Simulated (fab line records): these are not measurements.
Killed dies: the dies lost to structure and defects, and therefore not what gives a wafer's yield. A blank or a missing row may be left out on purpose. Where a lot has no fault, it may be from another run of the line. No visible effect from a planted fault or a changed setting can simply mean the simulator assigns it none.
Matching of chambers :: flow n5 finfet :: N5_BEOL_M15_TRENCH_ETCH_34 on rie diel-05 has 4 sister chambers
The step etches SiO2 in C4F8/O2/Ar, target depth 872.93 nm, time 199 s. 4 wafers are shown with their chamber, then 7 later ones without.

EACH WAFER AND ITS CHAMBER
wafer: L083.6
chamber: 0
rf vpp V (V): 2250

wafer: L091.2
chamber: 2
rf vpp V (V): 2285

wafer: L095.1
chamber: 1
rf vpp V (V): 2202

wafer: L095.3
chamber: 3
rf vpp V (V): 2163

WAFERS WITH NO CHAMBER GIVEN
wafer: L095.6
rf vpp V (V): 2203

wafer: L093.1
rf vpp V (V): 2282

wafer: L093.2
rf vpp V (V): 2201

wafer: L093.5
rf vpp V (V): 2164

wafer: L096.2
rf vpp V (V): 2249

wafer: L096.5
rf vpp V (V): 2162

wafer: L096.6
rf vpp V (V): 2249

WHICH CHAMBER EACH ONE RAN IN
wafer: L095.6
from the rows above: 1
in truth: 1

wafer: L093.1
from the rows above: 2
in truth: 2

wafer: L093.2
from the rows above: 1
in truth: 1

wafer: L093.5
from the rows above: 3
in truth: 3

wafer: L096.2
from the rows above: 0
in truth: 0

wafer: L096.5
from the rows above: 3
in truth: 3

wafer: L096.6
from the rows above: 0
in truth: 0
7 of 7 placed correctly. Not placeable from these rows: 0. Number placed wrongly: 0.
How it was worked out, from the rows above alone: a wafer's distance from a chamber is the root of the sum, over the readings, of the square of ((its reading less the chamber's mean) divided by the reading's scatter). The wafer belongs to the nearest chamber; if the next one is less than 2 further off, it can't be placed. The mean given for a chamber averages the wafers shown for that chamber. The scatter (one wafer shown for each chamber): square how far every hidden wafer sits from the nearest shown wafer, average those squares and take the square root.
